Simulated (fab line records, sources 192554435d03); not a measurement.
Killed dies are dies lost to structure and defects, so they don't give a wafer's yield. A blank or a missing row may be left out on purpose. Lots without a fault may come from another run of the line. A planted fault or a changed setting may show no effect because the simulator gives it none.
A struck lot beside a sound one | flow n5_finfet | 14 steps out of a route of 1938
Sound: wafers L305.4, L305.5, L305.6. Struck: wafers L316.1, L316.3, L316.5. The cause comes at the end.
At each step with rows: each side's tool, then ch and its chambers, then its first start. Under that, the readings that differ: sound wafers | struck wafers | difference of the means | sigmas: that difference in standard deviations of wafers without a fault.
alike: readings whose means differ by less than 2 such deviations, and words and numbers that are the same on both sides. not compared: withheld readings, readings that some wafer has no value for, bounds like >300 that may hide the same value, and numbers for which the record gives no deviation and whose values overlap.
The two part at a step that has a row with sigmas, a row that says differs or no value, or rows on one side only. Numbers that don't overlap but have no deviation are shown without sigmas and don't part them. A reading that every wafer of one side lacks parts them only if that side has two wafers or more.

first, 1 step without rows for these wafers: N5_BEOL_M11_PRE_CLEAN_55 (time 15 s).
N5_BEOL_M11_DEP_56: deposits SiCN from 3MS/NH3, target thk 30 nm, time 10.5 s.
  sound on pecvd-04 ch 0,1,2, day 10 13:21; struck on pecvd-03 ch 0,2, day 13 03:46
  alike: rf_fwd_power_W, showerhead_plenum_p_Torr, throttle_valve_pct
N5_BEOL_M11_RS_MEAS_57: measures by four-point-probe.
  sound on film_metro-02, day 10 13:24; struck on film_metro-01, day 13 03:49
  alike: M11_RS
N5_BEOL_M11_INSPECT_58: inspects for defects (darkfield).
  sound on defect_inspect-02, day 10 13:25; struck on defect_inspect-02, day 13 03:51
  alike: raw_defect_count
N5_BEOL_M12_ILD_DEP_00: deposits SiOC from DEMS/O2, target thk 658.92 nm, time 130.7 s.
  sound on pecvd-03 ch 0,1,2, day 10 13:31; struck on pecvd-04 ch 0,1,2, day 13 03:53
  alike: heater_power_w, rf_fwd_power_W, showerhead_plenum_p_Torr, throttle_valve_pct
N5_BEOL_M12_THK_MEAS_01:
  sound on film_metro-01, day 10 13:35; struck on film_metro-01, day 13 04:01
  reading          | sound       | struck      | difference | sigmas
  M12_ILD_THK (nm) | 671 663 667 | 631 648 653 | -23        | -3
then, 6 steps without rows for these wafers: N5_BEOL_M12_COAT_58 (time 60 s, resist thk 89 nm); N5_BEOL_M12_COAT_04 (resist thk 400 nm); N5_BEOL_M12_EBR_06; N5_BEOL_M12_SOFTBAKE_05 (time 60 s); N5_BEOL_M12_EXPOSE_07 (exposes mask V11); N5_BEOL_M12_PEB_08 (peb time 90 s).
N5_BEOL_M12_DEVELOP_09: develop time 45 s.
  sound on litho_track-02 ch 0, day 10 13:47; struck on litho_track-04, day 13 04:20
  no value came back on the struck wafers for chill_plate_temp_C (C), develop_time_s (s); on the sound wafers chill_plate_temp_C (C) reads 22.84 23.02 22.89
  reading                                    | sound             | struck            | difference | sigmas
  model.coat_of_BEOL_M12_COAT_04.thk_nm (nm) | 386.6 386.2 385.2 | 401.6 401.6 402.2 | +15.8      |
then, 1 step without rows for these wafers: N5_BEOL_M12_HARDBAKE_14 (time 120 s).

WHERE THEY PART
First at N5_BEOL_M12_THK_MEAS_01; last, within this record, at N5_BEOL_M12_DEVELOP_09.

WHY: what the simulator had put in
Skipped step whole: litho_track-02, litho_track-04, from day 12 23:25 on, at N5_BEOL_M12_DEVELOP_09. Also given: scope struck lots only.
